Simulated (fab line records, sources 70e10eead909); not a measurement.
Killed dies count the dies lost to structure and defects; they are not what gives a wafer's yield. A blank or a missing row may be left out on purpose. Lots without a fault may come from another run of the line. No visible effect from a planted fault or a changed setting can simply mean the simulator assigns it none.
The tool behind it: which one?	flow nand-harc	15 lots with 45 wafers sampled at 4 steps, on a route of 1159 steps

== WHAT THE GAUGES SHOWED, per wafer ==
NHARC_P_M0_CD_MEAS_16.
lot	measured	on	cd-nm (nm)
L681	day 5 23:47	cd-sem-03	89.3 90.3 90.7
L684	day 6 16:38	cd-sem-01	89.1 91.0 89.5
L683	day 6 17:12	cd-sem-03	89.5 89.5 90.6
L685	day 7 02:58	cd-sem-02	90.5 91.0 90.3
L687	day 7 08:04	cd-sem-03	89.8 89.7 90.9
L686	day 7 08:44	cd-sem-03	88.8 89.6 89.9
L692	day 9 02:45	cd-sem-01	90.1 90.7 89.8
L691	day 9 05:51	cd-sem-01	88.6 89.8 90.2
L695	day 9 12:31	cd-sem-02	88.8 88.9 89.0
L696	day 10 03:07	cd-sem-01	90.2 89.9 91.4
L697	day 10 03:30	cd-sem-03	90.6 90.8 89.3
L699	day 10 10:35	cd-sem-02	89.6 89.7 89.2
L700	day 10 20:56	cd-sem-01	89.8 91.2 90.9
L703	day 11 05:35	cd-sem-01	90.8 90.2 90.9
L702	day 11 06:59	cd-sem-03	89.8 90.3 88.8

NHARC_P_M0_INSPECT_27.
lot	measured	on	raw-defect-count
L681	day 6 01:57	defect-inspect-01	568 929 295
L684	day 6 18:48	defect-inspect-02	258 487 512
L683	day 6 19:29	defect-inspect-02	296 174 278
L685	day 7 05:08	defect-inspect-02	192 222 238
L687	day 7 10:14	defect-inspect-02	160 276 141
L686	day 7 10:56	defect-inspect-01	269 252 259
L692	day 9 04:55	defect-inspect-01	144 152 86
L691	day 9 08:05	defect-inspect-02	393 293 219
L695	day 9 14:49	defect-inspect-01	230 261 228
L696	day 10 05:27	defect-inspect-01	569 241 323
L697	day 10 05:41	defect-inspect-01	200 316 249
L699	day 10 12:47	defect-inspect-01	367 383 244
L700	day 10 23:06	defect-inspect-01	244 247 179
L703	day 11 07:46	defect-inspect-02	206 272 157
L702	day 11 09:13	defect-inspect-01	160 295 236

== EACH LOT AND THE TOOL THAT RAN IT (in order: tool; ch and the chambers of the sampled wafers; start) ==
lot	NHARC_P_M0_PRE_CLEAN_29	NHARC_P_M0_PVD_20
L681	pvd-sputter-02, day 6 00:30 or earlier	pvd-sputter-02, day 6 00:30
L684	pvd-sputter-01, day 6 17:22 or earlier	pvd-sputter-01, day 6 17:22
L683	pvd-sputter-02, day 6 17:56 or earlier	pvd-sputter-02, day 6 17:56
L685	pvd-sputter-02, day 7 03:41 or earlier	pvd-sputter-02, day 7 03:41
L687	pvd-sputter-01, day 7 08:47 or earlier	pvd-sputter-01, day 7 08:47
L686	pvd-sputter-02, day 7 09:29 or earlier	pvd-sputter-02, day 7 09:29
L692	pvd-sputter-03, day 9 03:29 or earlier	pvd-sputter-03, day 9 03:29
L691	pvd-sputter-03, day 9 06:35 or earlier	pvd-sputter-03, day 9 06:35
L695	pvd-sputter-02, day 9 13:17 or earlier	pvd-sputter-02, day 9 13:17
L696	pvd-sputter-03, day 10 03:52 or earlier	pvd-sputter-03, day 10 03:52
L697	pvd-sputter-01, day 10 04:14 or earlier	pvd-sputter-01, day 10 04:14
L699	pvd-sputter-02, day 10 11:20 or earlier	pvd-sputter-02, day 10 11:20
L700	pvd-sputter-03, day 10 21:40 or earlier	pvd-sputter-03, day 10 21:40
L703	pvd-sputter-03, day 11 06:20 or earlier	pvd-sputter-03, day 11 06:20
L702	pvd-sputter-02, day 11 07:44 or earlier	pvd-sputter-02, day 11 07:44
- NHARC_P_M0_PRE_CLEAN_29: time 30 s.
- NHARC_P_M0_PVD_20: deposits TaN, target thk 5 nm, time 8.06 s.

== WHAT THE TOOLS THEMSELVES READ (means of the sampled wafers that have a number; where no wafer has one, the mark that the record gives instead) ==
NHARC_P_M0_PRE_CLEAN_29.
lot	tool	heater-power-w (W)
L681	pvd-sputter-02	366
L684	pvd-sputter-01	421
L683	pvd-sputter-02	371
L685	pvd-sputter-02	380
L687	pvd-sputter-01	398
L686	pvd-sputter-02	386
L692	pvd-sputter-03	382
L691	pvd-sputter-03	347
L695	pvd-sputter-02	382
L696	pvd-sputter-03	381
L697	pvd-sputter-01	409
L699	pvd-sputter-02	374
L700	pvd-sputter-03	374
L703	pvd-sputter-03	384
L702	pvd-sputter-02	373

NHARC_P_M0_PVD_20.
lot	tool	bias-v (V)	cathode-dc-power-W (W)	throttle-valve-pct (%)
L681	pvd-sputter-02	167.2	14997	29.4
L684	pvd-sputter-01	169.2	15000	30.0
L683	pvd-sputter-02	168.1	14997	29.5
L685	pvd-sputter-02	167.7	14999	29.3
L687	pvd-sputter-01	168.8	14999	30.2
L686	pvd-sputter-02	165.7	14998	29.3
L692	pvd-sputter-03	169.4	14999	28.5
L691	pvd-sputter-03	167.3	14998	29.2
L695	pvd-sputter-02	169.1	15003	29.5
L696	pvd-sputter-03	166.7	15000	30.2
L697	pvd-sputter-01	-	-	-
L699	pvd-sputter-02	-	-	-
L700	pvd-sputter-03	-	-	-
L703	pvd-sputter-03	168.7	15000	29.9
L702	pvd-sputter-02	168.7	15000	29.9

== THE ANSWER, worked out from the rows above alone ==
Rule: usual is defined by the lots themselves. Put in order of their means at a reading, lots are off if they are a third of the lots or fewer, leave a main group of 4 or more, and stand apart from it by a gap of 3 or more times the standard deviation of the main group's means; of several such gaps the widest counts. If all means in a main group match to the digits the tables above print for the reading, that group is not used. Also off: a lot with no number at a reading for which 4 or more lots have one. All remaining lots with rows at the step are treated as sound. The gauges are gone through in route order, then the tools' own readings, and for those a lot's mean is taken as printed above. The first step at which some lot is off is used, and at that step the reading that is off furthest; a lot without a number counts as furthest.
Off at NHARC_P_M0_PVD_20 (bias-v): L697, L699, L700. Without a number there: L697, L699, L700. Main group: mean 168.0 V, sd 1.1.
A tool fits if, at that step or a process step before it, it ran every lot that is off, and no sound lot after the first of them. Because NHARC_P_M0_PRE_CLEAN_29 lacks a start for some lots, the hours and order of its lots are taken from NHARC_P_M0_PVD_20. None of those tried fits.

== WHAT THE SIMULATOR PUT IN ==
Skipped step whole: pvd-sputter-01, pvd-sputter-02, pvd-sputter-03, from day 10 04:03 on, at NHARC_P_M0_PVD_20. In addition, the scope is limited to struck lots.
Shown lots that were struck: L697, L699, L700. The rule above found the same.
